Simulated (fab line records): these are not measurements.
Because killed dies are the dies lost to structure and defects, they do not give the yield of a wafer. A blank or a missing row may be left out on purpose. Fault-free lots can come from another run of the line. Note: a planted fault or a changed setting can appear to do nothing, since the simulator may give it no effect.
Which tool was responsible? ; flow n5 finfet ; route of 1938 steps, sampled at 1 step: 12 lots, 36 wafers

WHAT THE GAUGES SHOWED, per wafer
N5_MOL_CONTACT_COAG_THK_MEAS_29.
lot;measured;on;MD_CAP_THK (nm)
L075;day 5 20:23;film metro-02;18.04 17.90 17.79
L078;day 6 07:16;film metro-01;17.93 17.90 18.09
L079;day 6 09:41;film metro-01;17.91 17.97 17.84
L081;day 6 16:01;film metro-01;17.92 18.02 17.93
L083;day 7 09:05;film metro-02;17.73 17.91 17.87
L085;day 7 21:04;film metro-01;17.94 17.99 17.82
L087;day 8 15:19;film metro-01;17.91 17.73 17.81
L090;day 8 21:31;film metro-02;17.93 18.04 18.08
L091;day 9 12:02;film metro-01;17.99 17.91 17.89
L093;day 9 17:50;film metro-02;17.86 17.93 17.94
L095;day 10 10:12;film metro-02;17.87 18.04 17.89
L097;day 11 02:07;film metro-02;17.98 17.82 17.77

WHAT TOOL EACH LOT RAN ON (gives the tool, then ch and the chambers of the sampled wafers, and finally the start)
No process step before these readings appears in the record.

THE ANSWER, worked out from the rows above alone
Rule: what is usual is taken from the lots themselves. The widest of any qualifying gaps counts: lots, ordered by their means at a reading, are off when they make up no more than a third of the lots, leave a main group of 4 or more, and stand apart from it by 3 or more times the standard deviation of that group's means. A main group whose means are all the same, to the digits that the tables above print for the reading, isn't used. A lot without any number at a reading at which 4 lots or more have one is off too. The other lots that the step has rows for count as sound.
No lot is off on any of the readings shown, so nothing can be concluded from this.

WHAT THE SIMULATOR HAD PUT IN
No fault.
